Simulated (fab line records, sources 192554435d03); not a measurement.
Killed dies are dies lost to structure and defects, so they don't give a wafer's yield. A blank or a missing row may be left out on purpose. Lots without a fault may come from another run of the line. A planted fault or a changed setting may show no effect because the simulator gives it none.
Which tool did it? | flow n5_finfet | 23 lots, 69 wafers sampled, at 3 steps of a route of 1938

WHAT THE GAUGES READ, wafer by wafer
N5_BEOL_M10_RS_MEAS_57: measures by four-point-probe.
lot  | measured     | on            | M10_RS (ohm/sq)
L075 | day 10 18:31 | film_metro-02 | 0.1495 0.1506 0.1528
L076 | day 11 00:15 | film_metro-02 | 0.1497 0.1524 0.1508
L077 | day 11 03:27 | film_metro-01 | 0.1519 0.1556 0.1512
L078 | day 11 09:08 | film_metro-01 | 0.1462 0.1479 0.1464
L079 | day 11 20:50 | film_metro-01 | 0.1499 0.1495 0.1491
L080 | day 12 02:11 | film_metro-02 | 0.1512 0.1490 0.1536
L081 | day 12 05:35 | film_metro-02 | 0.1460 0.1502 0.1483
L084 | day 12 04:28 | film_metro-02 | 0.1505 0.1487 0.1530
L082 | day 12 11:09 | film_metro-01 | 0.1584 0.1470 0.1476
L083 | day 12 22:28 | film_metro-02 | 0.1485 0.1531 0.1479
L086 | day 13 06:08 | film_metro-02 | 0.1520 0.1539 0.1501
L085 | day 13 06:55 | film_metro-02 | 0.1541 0.1554 0.1526
L088 | day 13 21:22 | film_metro-01 | 0.1534 0.1500 0.1534
L087 | day 14 01:08 | film_metro-02 | 0.1511 0.1488 0.1481
L090 | day 14 06:19 | film_metro-01 | 0.1520 0.1517 0.1516
L089 | day 14 05:06 | film_metro-01 | 0.1523 0.1527 0.1487
L092 | day 14 16:29 | film_metro-01 | 0.1518 0.1519 0.1509
L095 | day 14 23:20 | film_metro-01 | 0.1515 0.1538 0.1507
L093 | day 15 02:40 | film_metro-01 | 0.1521 0.1527 0.1544
L094 | day 15 11:31 | film_metro-01 | 0.1471 0.1483 0.1513
L096 | day 15 19:47 | film_metro-01 | 0.1524 0.1478 0.1506
L097 | day 15 21:55 | film_metro-01 | 0.1543 0.1532 0.1532
L091 | day 16 14:37 | film_metro-01 | 0.1485 0.1490 0.1447

N5_BEOL_M11_CD_MEAS_11: target cd 64.1 nm.
lot  | measured     | on        | cd_nm (nm)
L075 | day 10 22:23 | cd_sem-02 | 64.3 64.6 63.7
L076 | day 11 02:11 | cd_sem-03 | 65.1 64.1 64.2
L077 | day 11 05:43 | cd_sem-03 | 63.4 64.0 63.6
L078 | day 11 12:13 | cd_sem-02 | 64.0 64.2 64.2
L079 | day 11 22:53 | cd_sem-01 | 64.6 64.2 64.4
L080 | day 12 04:44 | cd_sem-01 | 64.0 64.8 63.8
L081 | day 12 08:56 | cd_sem-02 | 65.4 64.0 64.6
L084 | day 12 05:59 | cd_sem-03 | 63.2 63.1 63.4
L082 | day 12 13:48 | cd_sem-03 | 62.5 64.2 62.5
L083 | day 13 00:56 | cd_sem-03 | 62.9 63.7 63.4
L086 | day 13 09:08 | cd_sem-03 | 63.9 64.1 63.7
L085 | day 13 09:22 | cd_sem-02 | 64.4 64.7 64.6
L088 | day 13 23:59 | cd_sem-03 | 64.5 64.7 64.5
L087 | day 14 03:25 | cd_sem-02 | 64.1 64.6 64.3
L090 | day 14 07:28 | cd_sem-02 | 63.7 63.3 64.3
L089 | day 14 06:37 | cd_sem-03 | 63.6 63.3 62.9
L092 | day 14 18:46 | cd_sem-03 | 63.8 63.7 63.6
L095 | day 15 00:50 | cd_sem-03 | 64.0 64.5 64.1
L093 | day 15 04:42 | cd_sem-01 | 65.6 65.2 64.9
L094 | day 15 12:50 | cd_sem-01 | 64.2 63.7 64.2
L096 | day 15 21:31 | cd_sem-01 | 64.3 63.8 63.8
L097 | day 16 01:43 | cd_sem-03 | 64.7 64.5 64.7
L091 | day 16 17:28 | cd_sem-01 | 64.2 64.8 64.0

WHICH TOOL RAN EACH LOT (tool, then ch and the chambers of the sampled wafers, then the start)
lot  | N5_BEOL_M10_STRIP_19
L075 | rie_diel-01 ch 0,1,2, day 10 14:34
L076 | rie_diel-01 ch 1,3, day 10 19:28
L077 | rie_diel-02 ch 1,2,3, day 10 23:19
L078 | rie_diel-01 ch 0,1,3, day 11 04:26
L079 | rie_diel-06 ch 1,2, day 11 15:17
L080 | rie_diel-06 ch 0,2,3, day 11 20:34
L081 | rie_diel-02 ch 1,2,3, day 11 23:43
L084 | rie_diel-01 ch 0,1,3, day 11 23:44
L082 | rie_diel-01 ch 0,1, day 12 06:33
L083 | rie_diel-06 ch 0,2,3, day 12 17:14
L086 | rie_diel-01 ch 0,1,2, day 13 01:51
L085 | rie_diel-06 ch 0,1,2, day 13 03:19
L088 | rie_diel-06 ch 0,3, day 13 17:13
L087 | rie_diel-02 ch 0,3, day 13 20:10
L090 | rie_diel-02 ch 0,1,3, day 14 00:21
L089 | rie_diel-02 ch 0,1,3, day 14 00:35
L092 | rie_diel-01 ch 2,3, day 14 11:14
L095 | rie_diel-01 ch 0,1,3, day 14 20:07
L093 | rie_diel-06 ch 1,2, day 14 23:05
L094 | rie_diel-02 ch 0,2,3, day 15 05:10
L096 | rie_diel-06 ch 0,1,3, day 15 12:57
L097 | rie_diel-01 ch 2,3, day 15 17:13
L091 | rie_diel-06 ch 0,2, day 16 09:04
- N5_BEOL_M10_STRIP_19: strips in O2.

WHAT THE TOOLS THEMSELVES READ (means of the sampled wafers that have a number; where no wafer has one, the mark that the record gives instead)
N5_BEOL_M10_STRIP_19.
lot  | tool        | drypump_motor_current_A (A) | o2_flow_sccm (sccm) | oes_product_au (a.u.) | rf_vpp_V (V) | showerhead_plenum_p_Torr (Torr) | throttle_valve_pct (%)
L075 | rie_diel-01 | 5.4                         | 224.4               | 0.73                  | 3.4          | 2.11                            | 16.79
L076 | rie_diel-01 | 5.8                         | 225.3               | 0.79                  | 3.5          | 2.20                            | 16.53
L077 | rie_diel-02 | 6.2                         | 223.9               | 0.72                  | 3.8          | 2.12                            | 16.66
L078 | rie_diel-01 | 5.8                         | 224.5               | 0.75                  | 3.9          | 2.12                            | 16.70
L079 | rie_diel-06 | 5.3                         | 225.0               | 0.77                  | 3.4          | 2.12                            | 16.87
L080 | rie_diel-06 | 5.9                         | 225.0               | 0.78                  | 4.0          | 2.09                            | 16.84
L081 | rie_diel-02 | 6.2                         | 225.0               | 0.72                  | 3.4          | 2.12                            | 16.66
L084 | rie_diel-01 | 5.8                         | 224.8               | 0.74                  | 3.2          | 2.12                            | 16.70
L082 | rie_diel-01 | 5.6                         | 224.9               | 0.73                  | 4.0          | 2.05                            | 16.76
L083 | rie_diel-06 | 5.8                         | 225.4               | 0.76                  | 3.3          | 2.09                            | 16.85
L086 | rie_diel-01 | 5.4                         | 225.0               | 0.81                  | 3.7          | 2.10                            | 16.68
L085 | rie_diel-06 | 5.4                         | 224.8               | 0.80                  | 3.6          | 2.08                            | 16.69
L088 | rie_diel-06 | 6.2                         | 225.4               | 0.77                  | 3.6          | 2.07                            | 16.81
L087 | rie_diel-02 | 5.7                         | 225.1               | 0.77                  | 3.1          | 2.07                            | 16.49
L090 | rie_diel-02 | 6.0                         | 225.1               | 0.85                  | 3.5          | 2.12                            | 16.43
L089 | rie_diel-02 | 5.9                         | 225.2               | 0.85                  | 3.6          | 2.12                            | 16.43
L092 | rie_diel-01 | 5.8                         | 224.5               | 0.79                  | 3.9          | 2.16                            | 16.71
L095 | rie_diel-01 | 5.8                         | 225.4               | 0.73                  | 4.3          | 2.11                            | 16.76
L093 | rie_diel-06 | 5.1                         | 225.5               | 0.78                  | 3.8          | 2.06                            | 16.70
L094 | rie_diel-02 | 5.8                         | 225.0               | 0.76                  | 3.8          | 2.13                            | 16.54
L096 | rie_diel-06 | 5.7                         | 225.7               | 0.79                  | 3.7          | 2.04                            | 16.67
L097 | rie_diel-01 | 5.8                         | 224.9               | 0.77                  | 4.1          | 2.16                            | 16.74
L091 | rie_diel-06 | 5.6                         | 224.9               | 0.77                  | 3.5          | 2.07                            | 16.77

THE ANSWER, worked out from the rows above alone
Rule: what is usual is taken from the lots themselves. Put in order of their means at a reading, lots are off if they are a third of the lots or fewer, leave a main group of 4 or more, and stand apart from it by a gap of 3 or more times the standard deviation of the main group's means; of several such gaps the widest counts. A main group whose means are all the same, to the digits that the tables above print for the reading, isn't used. A lot without any number at a reading at which 4 lots or more have one is off too. The other lots that the step has rows for count as sound. The gauges are gone through in route order, then the tools' own readings, and for those a lot's mean is taken as printed above. The first step at which some lot is off is used, and at that step the reading that is off furthest; a lot without a number counts as furthest.
No lot is off at any reading shown: from this, nothing can be told.

WHAT THE SIMULATOR HAD PUT IN
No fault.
